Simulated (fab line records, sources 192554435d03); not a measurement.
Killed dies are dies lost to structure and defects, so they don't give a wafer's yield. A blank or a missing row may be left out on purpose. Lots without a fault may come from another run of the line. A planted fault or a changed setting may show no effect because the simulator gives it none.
fab line records | flow n5_finfet
record lots=9 wafers=27 last_day=17
route steps=1938 shown BEOL_M4@1111 BEOL_M15@1790 PASSIVATION@1936
lots that met no fault: from a run of the same line without faults
start_h: hours from the record's first day to the start of the lot's first wafer shown | wait_h: hours since the lot's step before | " the same as in the row above | L1.1+2: a row that stands for several wafers | - no value, or no start given | * or withheld: withheld | < > ~ a bound
route shown NAME@n: a module of which the file shows steps, and the number in the route of the first | usual: mean/standard deviation of fault-free wafers | same: alike in all rows | chamber/n: place in a boat | sites: the reading at each site | _std_site: their standard deviation | _edge_site: outer sites' mean less inner sites' | radius_mm: how far each site lies from the wafer's centre | mask NAME#n: copy n | behind: the tool/chamber that last shaped the wafer | hold: why the lot was held/for how many hours/how that ended | device: the transistor (n, p or np) that didn't switch | end of line: the same wafers' tests at the end of the route | a step without rows: its recipe alone | killed: dies lost to structure and defects at the first sort, not the wafer's yield | map: a wafer's dies, x killed, . not, _ none there
set.NAME: the setting as run; set.NAME@STEP: as run at that earlier step | model.NAME: the simulator's own value behind a step, which no gauge read
steps of the route over a sample of lots; a table a step, a row a wafer
services: from which hour (start_h, from the record's first day; less than 0 if before it) a tool's chamber was out of use, for how many hours, and why
## steps
# step N5_BEOL_M4_RC_MEAS_101
# usual DIBL_N=36.0/2.5 DIBL_P=36.3/2.8 IOFF_N=0.16/0.042 IOFF_P=0.21/0.045 ION_N=673/15 ION_P=463/8.1 SS_N=71.4/0.73 SS_P=73.3/0.92 VT_N=251/4.1 VT_P=-250/3.4
# columns lot.wafer tool chamber start_h wait_h DIBL_N[mV/V] DIBL_P[mV/V] IOFF_N[nA/um] IOFF_P[nA/um] ION_N[uA/um] ION_P[uA/um] SS_N[mV/dec] SS_P[mV/dec] VT_N[mV] VT_P[mV]
L132.3 prober-01 0 162.75 0.3 41.9 41.1 0.28 0.38 698 477 73.4 74.9 242 -241
L132.4 " 0 " " 36.1 35.2 0.14 0.23 668 467 71.5 73.1 252 -250
L132.5 " 0 " " 36.1 33.6 0.14 0.22 670 465 70.6 72.8 251 -248
L135.1 prober-01 0 184.72 0.0 32.2 34.3 0.10 0.19 658 463 70.2 73.7 255 -247
L135.4 " 0 " " 33.9 34.7 0.12 0.21 677 478 71.4 72.5 251 -247
L135.5 " 0 " " 35.8 38.6 0.16 0.27 691 482 72.5 73.9 247 -246
L137.1 prober-01 0 195.75 0.0 37.0 38.0 0.18 0.22 679 462 71.9 74.2 247 -251
L137.2 " 0 " " 32.8 33.0 0.11 0.16 667 458 70.5 72.3 255 -254
L137.3 " 0 " " 33.5 33.6 0.11 0.16 654 454 70.8 73.0 255 -252
L143.3 prober-01 0 233.65 0.3 34.1 35.8 0.13 0.19 668 463 70.6 72.9 255 -252
L143.5 " 0 " " 33.8 34.6 0.12 0.19 666 467 70.8 72.6 254 -252
L143.6 " 0 " " 31.4 31.7 0.09 0.15 638 447 71.1 72.0 258 -255
L146.2 prober-01 0 249.12 0.2 33.0 35.4 0.12 0.20 666 469 70.3 72.3 253 -247
L146.4 " 0 " " 38.1 41.2 0.22 0.30 678 467 71.6 74.2 245 -243
L146.6 " 0 " " 33.3 35.6 0.13 0.20 676 474 70.8 72.5 253 -247
L152.1 prober-02 0 281.25 0.0 36.9 37.6 0.16 0.23 681 467 71.5 73.4 251 -247
L152.2 " 0 " " 36.6 37.1 0.15 0.23 660 459 71.2 73.1 251 -248
L152.4 " 0 " " 36.6 38.0 0.18 0.25 686 473 71.6 74.0 247 -245
L151.1 prober-02 0 287.84 0.0 37.8 37.4 0.16 0.20 669 454 71.5 73.2 250 -253
L151.2 " 0 " " 37.6 36.8 0.15 0.19 669 452 71.2 72.4 252 -254
L151.5 " 0 " " 41.4 42.1 0.22 0.28 677 463 73.0 73.5 248 -248
L153.1 prober-01 0 292.84 0.0 39.0 39.9 0.23 0.25 691 460 73.0 74.0 245 -250
L153.3 " 0 " " 35.4 35.2 0.15 0.18 669 452 71.5 73.2 253 -254
L153.4 " 0 " " 38.2 38.7 0.19 0.23 692 466 72.7 74.3 250 -251
L155.3 prober-02 0 310.37 0.3 37.7 39.1 0.19 0.27 683 477 71.8 73.7 248 -245
L155.5 " 0 " " 33.0 32.4 0.10 0.17 649 458 69.8 72.1 256 -256
L155.6 " 0 " " 34.5 34.2 0.13 0.19 669 467 71.2 73.2 253 -251
# step N5_BEOL_M15_STRIP_64
# recipe chemistry=O2 power_w=600 temp_c=60 pressure_mtorr=30 rf_frequency_hz=6e+07 bias_power_w=0 overash_fraction=0.3 o2_flow_sccm=225
# usual chamber_pressure_mTorr=30.000/0.027 drypump_motor_current_A=5.9/0.55 oes_product_au=0.80/0.091 rf_vpp_V=3.7/0.46 showerhead_plenum_p_Torr=2.08/0.065 temp_c=60.01/0.11 throttle_valve_pct=16.69/0.26
# same bias_power_w=0
# columns lot.wafer tool chamber start_h wait_h chamber_pressure_mTorr drypump_motor_current_A oes_product_au rf_hours_counter_h rf_vpp_V showerhead_plenum_p_Torr temp_c throttle_valve_pct
L132.3 rie_diel-04 0 - - 29.960 6.4 0.68 203 3.5 2.10 60.07 16.64
L132.4 " 2 " " 29.938 5.2 0.81 70 3.6 2.01 60.05 16.51
L132.5 " 2 " " 29.975 5.2 0.80 - 4.1 2.01 60.04 16.48
L135.1 rie_diel-04 0 - - 30.013 6.4 0.67 207 3.5 2.10 60.07 16.62
L135.4 " 3 " " 29.949 5.6 0.73 190 3.3 2.17 60.08 17.11
L135.5 " 3 " " 29.988 5.6 0.73 - 4.1 2.17 60.09 17.13
L137.1 rie_diel-04 2 - - 29.986 5.1 0.80 77 2.9 2.01 59.92 16.50
L137.2 " 3 " " 29.958 5.6 0.72 194 3.8 2.17 60.01 17.13
L137.3 " 3 " " 29.992 5.6 0.73 - 3.8 2.17 59.95 17.10
L143.3 rie_diel-04 3 - - 30.010 5.6 0.72 200 3.5 2.17 60.26 17.13
L143.5 " 0 " " 30.037 6.3 0.66 - 4.6 2.10 59.97 16.65
L143.6 " 1 " " 29.983 6.5 0.83 - 4.1 2.03 60.21 16.91
L146.2 rie_diel-06 2 - - 30.014 4.9 0.93 4 3.0 2.06 60.07 16.45
L146.4 " 1 " " 29.986 5.9 0.86 45 3.1 2.05 60.08 16.66
L146.6 " 3 " " 29.992 6.8 0.90 - 3.7 2.21 59.92 16.40
L152.1 rie_diel-03 3 - - 30.016 6.5 0.88 35 3.3 2.06 60.16 16.54
L152.2 " 2 " " 30.022 6.2 0.88 47 4.1 2.11 59.88 16.17
L152.4 " 0 " " 29.937 6.3 0.71 217 2.7 1.98 59.91 16.77
L151.1 rie_diel-04 1 - - 29.997 6.5 0.81 84 3.2 2.02 60.19 16.95
L151.2 " 2 " " 30.010 5.1 0.78 102 3.6 2.00 60.05 16.58
L151.5 " 1 " " 30.017 6.5 0.81 - 3.1 2.02 60.09 16.95
L153.1 rie_diel-06 1 - - 30.035 5.9 0.85 59 3.3 2.04 59.96 16.68
L153.3 " 3 " " 29.950 6.8 0.90 37 3.2 2.21 59.87 16.44
L153.4 " 0 " " 30.007 6.1 0.72 175 3.9 2.09 59.91 16.89
L155.3 rie_diel-04 3 - - 29.981 5.6 0.70 226 3.8 2.16 60.08 17.18
L155.5 " 3 " " 29.989 5.6 0.70 - 4.5 2.16 60.09 17.19
L155.6 " 2 " " 30.034 5.2 0.78 - 3.9 1.99 60.01 16.57
# step N5_BEOL_M15_CD_MEAS_17
# recipe target_cd_nm=360 polarity=opening
# usual cd_nm=361.6/2.7
# columns lot.wafer tool chamber start_h wait_h cd_nm
L132.3 cd_sem-03 - 252.84 0.0 360.6
L132.4 " - " " 364.2
L132.5 " - " " 363.1
L135.1 cd_sem-02 - 268.04 0.0 364.4
L135.4 " - " " 364.6
L135.5 " - " " 361.8
L137.1 cd_sem-01 - 275.51 0.0 361.6
L137.2 " - " " 361.3
L137.3 " - " " 366.3
L143.3 cd_sem-02 - 312.44 0.0 366.1
L143.5 " - " " 364.2
L143.6 " - " " 359.1
L146.2 cd_sem-01 - 333.20 0.0 361.0
L146.4 " - " " 362.4
L146.6 " - " " 363.3
L152.1 cd_sem-02 - 360.92 0.0 366.5
L152.2 " - " " 365.2
L152.4 " - " " 363.7
L151.1 cd_sem-02 - 366.34 0.0 359.6
L151.2 " - " " 359.3
L151.5 " - " " 360.4
L153.1 cd_sem-02 - 372.27 0.0 358.6
L153.3 " - " " 360.0
L153.4 " - " " 359.4
L155.3 cd_sem-01 - 400.53 0.0 358.7
L155.5 " - " " 361.2
L155.6 " - " " 359.9
# step N5_BEOL_M15_ETCH_57
# recipe chemistry=N2/H2 target=SOC source_w=3000 bias_w=350 time_s=750 ion_energy_ev=200 pressure_mtorr=30 n2_flow_sccm=200 h2_flow_sccm=200
# usual chamber_pressure_mTorr=29.999/0.029 drypump_motor_current_A=6.0/0.48 oes_product_au=0.79/0.089 rf_vpp_V=523.1/2.1 showerhead_plenum_p_Torr=2.51/0.076 throttle_valve_pct=17.7/0.33
# columns lot.wafer tool chamber start_h wait_h chamber_pressure_mTorr drypump_motor_current_A oes_product_au rf_hours_counter_h rf_vpp_V showerhead_plenum_p_Torr throttle_valve_pct
L132.3 rie_diel-04 2 253.17 - 30.024 5.1 0.81 71 520.6 2.46 17.7
L132.4 " 3 " " 29.999 5.6 0.73 187 524.8 2.65 18.4
L132.5 " 1 " " 29.968 6.5 0.83 - 522.1 2.47 18.0
L135.1 rie_diel-03 0 268.21 - 30.003 6.4 0.74 186 520.1 2.41 17.7
L135.4 " 1 " " 29.997 5.8 0.72 191 526.0 2.61 17.8
L135.5 " 0 " " 29.988 6.4 0.74 - 521.3 2.41 17.7
L137.1 rie_diel-03 1 275.73 - 29.977 5.8 0.72 194 525.3 2.61 17.8
L137.2 " 0 " " 30.018 6.4 0.74 190 520.3 2.40 17.7
L137.3 " 3 " " 29.987 6.5 0.97 6 522.8 2.49 17.6
L143.3 rie_diel-04 1 312.54 - 29.987 6.5 0.82 67 522.0 2.46 18.0
L143.5 " 1 " " 30.015 6.5 0.83 - 521.5 2.46 18.1
L143.6 " 0 " " 29.990 6.4 0.68 - 523.6 2.52 17.6
L146.2 rie_diel-03 3 333.37 - 30.023 6.4 0.91 26 520.8 2.48 17.7
L146.4 " 0 " " 30.002 6.4 0.72 208 521.5 2.40 17.8
L146.6 " 1 " " 30.015 5.8 0.70 - 526.6 2.60 17.9
L152.1 rie_diel-03 1 361.02 - 30.043 5.8 0.69 222 524.4 2.60 17.9
L152.2 " 3 " " 30.000 6.5 0.89 35 522.2 2.48 17.7
L152.4 " 2 " " 29.982 6.2 0.87 47 525.9 2.54 17.1
L151.1 rie_diel-06 1 366.44 - 29.974 6.0 0.85 57 521.6 2.46 17.6
L151.2 " 3 " " 30.030 6.8 0.88 36 527.6 2.71 17.7
L151.5 " 2 " " 29.947 4.9 0.91 - 523.5 2.48 17.4
L153.1 rie_diel-03 2 372.38 - 29.997 6.2 0.85 51 523.8 2.54 17.1
L153.3 " 0 " " 29.988 6.4 0.70 221 521.1 2.39 17.8
L153.4 " 1 " " 30.032 5.8 0.69 226 525.6 2.60 17.9
L155.3 rie_diel-04 3 400.64 - 29.989 5.6 0.71 226 525.7 2.64 18.4
L155.5 " 1 " " 29.987 6.5 0.80 - 520.5 2.45 18.1
L155.6 " 2 " " 29.981 5.2 0.76 - 521.7 2.44 17.8
# step N5_BEOL_M15_STRIP_37
# recipe chemistry=O2 power_w=600 temp_c=60 pressure_mtorr=30 rf_frequency_hz=6e+07 bias_power_w=0 overash_fraction=0.3 o2_flow_sccm=225
# usual bias_power_w=0/0 chamber_pressure_mTorr=30.00/0.038 drypump_motor_current_A=6.0/0.53 oes_product_au=0.80/0.092 rf_vpp_V=3.6/0.64 showerhead_plenum_p_Torr=2.08/0.061 temp_c=59.99/0.11 throttle_valve_pct=16.67/0.26
# columns lot.wafer tool chamber start_h wait_h bias_power_w chamber_pressure_mTorr drypump_motor_current_A oes_product_au rf_hours_counter_h rf_vpp_V showerhead_plenum_p_Torr temp_c throttle_valve_pct
L132.3 rie_diel-06 1 254.86 - 0 30.00 6.0 0.91 16 4.0 2.06 60.01 16.59
L132.4 " 1 " " 0 29.99 6.0 0.91 - 4.7 2.06 59.83 16.60
L132.5 " 0 " " 0 30.00 6.1 0.75 - 4.7 2.10 59.95 16.82
L135.1 rie_diel-03 2 271.96 - 0 30.03 6.2 0.93 18 4.0 2.12 60.07 16.08
L135.4 " 0 " " 0 30.06 6.4 0.74 188 3.2 1.99 60.16 16.72
L135.5 " 2 " " 0 30.01 6.2 0.94 - 2.7 2.12 59.86 16.10
L137.1 rie_diel-04 1 280.16 - 0 29.98 6.5 0.83 61 3.7 2.03 60.04 16.89
L137.2 " 2 " " 0 30.05 5.1 0.80 79 3.8 2.00 59.95 16.51
L137.3 " 0 " " 0 29.97 6.3 0.68 209 2.9 2.10 60.02 16.63
L143.3 rie_diel-03 3 317.29 - 0 30.06 6.5 0.92 21 3.5 2.06 60.07 16.51
L143.5 " 0 " " 0 29.97 6.4 0.72 - 4.0 1.99 59.95 16.75
L143.6 " 3 " " 0 29.97 6.5 0.92 - 3.6 2.06 59.94 16.50
L146.2 rie_diel-06 3 336.19 - 0 29.99 6.8 0.91 25 4.3 2.21 60.22 16.44
L146.4 " 1 " " 0 30.02 6.0 0.88 46 3.4 2.05 60.13 16.66
L146.6 " 1 " " 0 30.02 6.0 0.87 - 2.5 2.05 59.94 16.70
L152.1 rie_diel-04 0 363.47 - - - - - - - - - -
L152.2 " 2 " " - - - - - - - - -
L152.4 " 1 " " - - - - - - - - -
L151.1 rie_diel-04 0 368.97 - - - - - - - - - -
L151.2 " 1 " " - - - - - - - - -
L151.5 " 3 " " - - - - - - - - -
L153.1 rie_diel-06 2 375.35 - - - - - - - - - -
L153.3 " 1 " " - - - - - - - - -
L153.4 " 3 " " - - - - - - - - -
L155.3 rie_diel-06 1 401.95 - 0 30.03 6.0 0.84 66 3.3 2.04 60.08 16.70
L155.5 " 2 " " 0 29.99 4.9 0.89 - 3.4 2.05 60.09 16.50
L155.6 " 1 " " 0 29.94 6.0 0.84 - 3.8 2.04 60.05 16.69
# step N5_PASSIVATION_PROBE_49
# usual defect_limited_yield=91.0/1.4 killed_at_M0_to_M3=36/11 killed_at_M4_up=13/5.4 killed_at_contacts=12/6.4 killed_at_front_end=41/13 killed_at_other=2.9/2.3 killed_dies=106/17 killed_on_rim=14/3.9 killed_open=70/12 killed_short=34/8.4 sort_bin_4_leakage=0.01/0.057 sort_bin_5_function=5.2/1 sort_bin_6_memory=3.4/0.63 sort_bin_8_speed=0.1/0.49 sort_n_pass=1074/18 sort_yield_pct=91.0/1.6
# same gross_dies=1180 killed_at_back_side=0
# columns lot.wafer tool chamber start_h wait_h defect_limited_yield[%] killed_at_M0_to_M3 killed_at_M4_up killed_at_contacts killed_at_front_end killed_at_other killed_dies killed_on_rim killed_open killed_short sort_bin_4_leakage[%] sort_bin_5_function[%] sort_bin_6_memory[%] sort_bin_8_speed[%] sort_n_pass sort_yield_pct[%]
L135.1 prober-01 - 287.66 0.0 90.8 35 14 6 52 2 109 17 69 32 0 5.0 3.4 0 1071 90.8
L135.4 prober-01 - 287.81 0.2 91.9 31 13 12 39 1 96 12 60 35 0 3.6 4.1 0 1084 91.9
L135.5 prober-01 - 287.86 0.2 89.7 49 21 6 43 2 121 21 73 39 0 5.6 3.8 0 1059 89.7
L137.1 prober-02 - 297.53 0.0 90.2 25 12 15 64 0 116 20 71 43 0 6.1 3.2 0 1064 90.2
L137.2 prober-02 - 297.58 0.1 88.6 33 18 13 69 1 134 19 95 39 0 6.9 4.1 0 1046 88.6
L137.3 prober-02 - 297.63 0.1 89.3 31 13 4 75 3 126 19 77 41 0 5.7 3.9 0 1054 89.3
L146.4 prober-02 - 351.57 0.2 94.5 16 15 6 26 2 65 9 46 19 0 3.5 2.0 0 1115 94.5
L146.6 prober-02 - 351.67 0.3 92.1 32 20 7 32 2 93 7 68 25 0 4.5 3.0 0 1087 92.1
L152.1 prober-02 - 381.34 0.0 0 54 1073 11 41 1 1180 152 79 35 0 96.9 2.7 0 0 0
L152.2 prober-02 - 381.39 0.1 0 46 1075 15 43 1 1180 152 74 41 0 96.2 3.5 0 0 0
L152.4 prober-02 - 381.49 0.2 0 48 1068 16 47 1 1180 152 75 44 0 95.8 3.6 0 0 0
L151.1 prober-01 - 386.64 0.0 0 36 1061 33 50 0 1180 152 77 49 0 96.0 3.6 0 0 0
L151.2 prober-01 - 386.69 0.1 0 28 1084 16 48 4 1180 152 73 29 0 96.2 3.6 0 0 0
L151.5 prober-01 - 386.84 0.2 0 42 1080 17 41 0 1180 152 74 34 0 96.4 3.5 0 0 0
L153.1 prober-02 - 395.36 0.0 0 30 1097 8 43 2 1180 152 76 16 0 97.0 2.9 0 0 0
L153.3 prober-02 - 395.46 0.1 0 17 1104 11 42 6 1180 152 59 21 0 97.3 2.7 0 0 0
L153.4 prober-02 - 395.51 0.2 0 27 1117 8 24 4 1180 152 54 23 0 98.0 1.8 0 0 0
L155.3 prober-02 - 418.40 0.1 93.2 22 19 9 29 1 80 7 61 18 0 4.3 2.5 0 1100 93.2
L155.5 prober-02 - 418.50 0.2 90.7 52 8 3 43 4 110 18 77 33 0 4.9 4.1 0 1070 90.7
L155.6 prober-02 - 418.55 0.3 93.4 32 16 3 19 8 78 8 51 25 0 3.8 2.6 0 1102 93.4
# killed by level:class
L135.1 FIN_SAQP:geometric_particle:open=18 BEOL_M0_SAQP:geometric_particle:open=12 FIN_SAQP:geometric_particle:short=10 BEOL_M0_SAQP:geometric_particle:short=9 BEOL_M4:geometric_particle:open=6 HKMG_FIN:area_etch=6 BEOL_M2:geometric_particle:open=5 BEOL_M5:geometric_particle:open=5
L135.4 BEOL_M0_SAQP:geometric_particle:short=14 MOL_CONTACT_COAG:geometric_particle:open=11 BEOL_M0_SAQP:geometric_particle:open=11 FIN_SAQP:geometric_particle:open=10 DUMMY_GATE:geometric_particle:open=8 FIN_SAQP:geometric_particle:short=6 STARTING-WAFER:geometric_particle:short=4 BEOL_M0:geometric_particle:open=3
L135.5 BEOL_M0_SAQP:geometric_particle:open=19 BEOL_M0_SAQP:geometric_particle:short=18 FIN_SAQP:geometric_particle:open=13 BEOL_M4:geometric_particle:open=10 FIN_SAQP:geometric_particle:short=7 HKMG_FIN:area_etch=7 MOL_CONTACT_COAG:geometric_particle:open=5 STARTING-WAFER:geometric_particle:open=4
L137.1 FIN_SAQP:geometric_particle:short=14 STI_FIN_REVEAL:geometric_particle:open=13 FIN_SAQP:geometric_particle:open=12 MOL_CONTACT_COAG:geometric_particle:open=9 BEOL_M3:geometric_particle:open=8 BEOL_M4:geometric_particle:open=7 BEOL_M0_SAQP:geometric_particle:open=6 STI_FIN_REVEAL:geometric_particle:short=5
L137.2 FIN_SAQP:geometric_particle:short=20 STI_FIN_REVEAL:geometric_particle:open=20 FIN_SAQP:geometric_particle:open=13 BEOL_M3:geometric_particle:open=13 MOL_CONTACT_COAG:geometric_particle:open=10 BEOL_M4:geometric_particle:open=10 BEOL_M2:geometric_particle:open=6 BEOL_M0_SAQP:geometric_particle:open=5
L137.3 STI_FIN_REVEAL:geometric_particle:open=18 FIN_SAQP:geometric_particle:short=14 FIN_SAQP:geometric_particle:open=13 BEOL_M0_SAQP:geometric_particle:open=9 BEOL_M3:geometric_particle:open=8 HKMG_FIN:area_etch=7 STI_FIN_REVEAL:geometric_particle:short=5 BEOL_M0_SAQP:geometric_particle:short=5
L146.4 GATE_CUT:geometric_particle:short=5 MOL_CONTACT_COAG:geometric_particle:open=5 STARTING-WAFER:geometric_particle:open=5 FIN_SAQP:geometric_particle:short=4 BEOL_M0_SAQP:geometric_particle:open=4 BEOL_M1:geometric_particle:open=4 BEOL_M4:geometric_particle:open=4 BEOL_M0:geometric_particle:open=3
L146.6 BEOL_M2:geometric_particle:open=9 FIN_SAQP:geometric_particle:short=7 MOL_CONTACT_COAG:geometric_particle:open=7 BEOL_M0_SAQP:geometric_particle:open=6 BEOL_M4:geometric_particle:open=6 FIN_SAQP:geometric_particle:open=4 DUMMY_GATE:geometric_particle:open=4 GATE_CUT:geometric_particle:open=4
L152.1 BEOL_M15:area_sputter=1065 BEOL_M0_SAQP:geometric_particle:open=13 BEOL_M1:geometric_particle:open=12 BEOL_M2:geometric_particle:open=10 FIN_SAQP:geometric_particle:open=8 MOL_CONTACT_COAG:geometric_particle:open=8 FIN_SAQP:geometric_particle:short=7 STI_FIN_REVEAL:geometric_particle:open=7
L152.2 BEOL_M15:area_sputter=1063 MOL_CONTACT_COAG:geometric_particle:open=14 BEOL_M0_SAQP:geometric_particle:short=12 FIN_SAQP:geometric_particle:short=11 BEOL_M3:geometric_particle:open=9 BEOL_M1:geometric_particle:open=8 BEOL_M0_SAQP:geometric_particle:open=8 FIN_SAQP:geometric_particle:open=6
L152.4 BEOL_M15:area_sputter=1060 FIN_SAQP:geometric_particle:short=17 BEOL_M0_SAQP:geometric_particle:open=17 MOL_CONTACT_COAG:geometric_particle:open=14 STI_FIN_REVEAL:geometric_particle:open=11 BEOL_M0_SAQP:geometric_particle:short=11 DUMMY_GATE:geometric_particle:open=8 BEOL_M1:geometric_particle:open=8
L151.1 BEOL_M15:area_sputter=1054 MOL_CONTACT_COAG:geometric_particle:open=21 MOL_CONTACT_COAG:geometric_particle:short=12 FIN_SAQP:geometric_particle:open=9 FIN_SAQP:geometric_particle:short=9 STI_FIN_REVEAL:geometric_particle:open=8 BEOL_M2:geometric_particle:open=8 BEOL_M0_SAQP:geometric_particle:short=6
L151.2 BEOL_M15:area_sputter=1077 MOL_CONTACT_COAG:geometric_particle:open=12 BEOL_M2:geometric_particle:open=11 FIN_SAQP:geometric_particle:short=10 FIN_SAQP:geometric_particle:open=9 STI_FIN_REVEAL:geometric_particle:open=7 BEOL_M3:geometric_particle:open=7 DUMMY_GATE:geometric_particle:open=5
L151.5 BEOL_M15:area_sputter=1072 MOL_CONTACT_COAG:geometric_particle:open=14 STI_FIN_REVEAL:geometric_particle:open=11 BEOL_M2:geometric_particle:open=10 FIN_SAQP:geometric_particle:open=8 BEOL_M3:geometric_particle:short=7 BEOL_M3:geometric_particle:open=7 BEOL_M0_SAQP:geometric_particle:open=5
L153.1 BEOL_M15:area_sputter=1088 STI_FIN_REVEAL:geometric_particle:open=15 BEOL_M3:geometric_particle:open=11 FIN_SAQP:geometric_particle:open=10 MOL_CONTACT_COAG:geometric_particle:open=8 BEOL_M0:geometric_particle:open=6 BEOL_M0_SAQP:geometric_particle:open=4 STARTING-WAFER:geometric_particle:open=4
L153.3 BEOL_M15:area_sputter=1100 FIN_SAQP:geometric_particle:open=9 MOL_CONTACT_COAG:geometric_particle:open=9 STI_FIN_REVEAL:geometric_particle:open=8 BEOL_M1:geometric_particle:open=8 ILD0:geometric_particle:open=7 BEOL_M3:geometric_particle:open=5 STARTING-WAFER:geometric_particle:open=5
L153.4 BEOL_M15:area_sputter=1103 BEOL_M3:geometric_particle:open=11 FIN_SAQP:geometric_particle:open=6 STI_FIN_REVEAL:geometric_particle:open=6 BEOL_M2:geometric_particle:open=4 MOL_CONTACT_COAG:geometric_particle:short=4 MOL_CONTACT_COAG:geometric_particle:open=4 GATE_CUT:geometric_particle:short=3
L155.3 BEOL_M4:geometric_particle:open=12 DUMMY_GATE:geometric_particle:open=7 MOL_CONTACT_COAG:geometric_particle:open=7 BEOL_M0_SAQP:geometric_particle:open=6 FIN_SAQP:geometric_particle:short=4 FIN_SAQP:geometric_particle:open=4 BEOL_M2:geometric_particle:open=4 STARTING-WAFER:geometric_particle:open=4
L155.5 FIN_SAQP:geometric_particle:open=17 BEOL_M1:geometric_particle:open=13 BEOL_M0_SAQP:geometric_particle:open=11 BEOL_M0_SAQP:geometric_particle:short=10 STARTING-WAFER:geometric_particle:open=8 FIN_SAQP:geometric_particle:short=6 BEOL_M0:geometric_particle:open=5 BEOL_M3:geometric_particle:open=5
L155.6 BEOL_M0_SAQP:geometric_particle:open=6 BEOL_M0:geometric_particle:open=6 BEOL_M8:geometric_particle:open=6 FIN_SAQP:geometric_particle:short=4 STI_FIN_REVEAL:geometric_particle:open=4 BEOL_M0_SAQP:geometric_particle:short=4 BEOL_M1:geometric_particle:open=4 BEOL_M3:geometric_particle:open=4
## services
# columns tool chamber start_h hours kind
rie_diel-03 3 235.47 - clean
rie_diel-03 3 235.47 - consumable_replace:focus_ring
rie_diel-03 3 235.47 22.2 scheduled_down
rie_diel-03 3 235.47 22.2 vent_cycle
rie_diel-06 3 243.38 - clean
rie_diel-06 3 243.38 - consumable_replace:focus_ring
rie_diel-06 3 243.38 - consumable_replace:showerhead
rie_diel-06 3 243.38 15.5 scheduled_down
rie_diel-06 3 243.38 15.5 vent_cycle
rie_diel-03 0 248.64 2.4 repair
rie_diel-04 0 270.55 4.8 repair
rie_diel-04 - 287.94 14.6 pm
rie_diel-06 2 298.30 - clean
rie_diel-06 2 298.30 - consumable_replace:focus_ring
rie_diel-06 2 298.30 21.3 scheduled_down
rie_diel-06 2 298.30 21.3 vent_cycle
rie_diel-03 0 321.20 4.8 repair
rie_diel-06 3 375.70 2.1 repair
rie_diel-03 3 378.16 21.3 repair
## key
first_sign step=N5_BEOL_M15_STRIP_37 reading=tool_record direction=missing
effect step=N5_PASSIVATION_PROBE_49 reading=killed_at_M4_up direction=up sigmas=99+ usual=13 struck=1084
more_kills_born_at N5_BEOL_M15_SPUTTER_43@pvd_sputter-02=9682
met_at N5_BEOL_M15_STRIP_37
struck_lots L151,L152,L153
later_rows_left_out L151.1,L151.2,L151.5,L152.1,L152.2,L152.4,L153.1,L153.3,L153.4
not_acting_at N5_BEOL_M15_STRIP_64,N5_BEOL_M15_CD_MEAS_17,N5_BEOL_M15_ETCH_57
onset_between 336.19 363.47
fault kind=skipped_step_whole tool=rie_diel-04,rie_diel-06 chamber=- onset_h=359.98 steps=N5_BEOL_M15_STRIP_37 scope=struck_lots_only
# later_rows_left_out: the simulator's readings of these wafers behind a module that went badly wrong aren't trusted and aren't shown, but for the sort
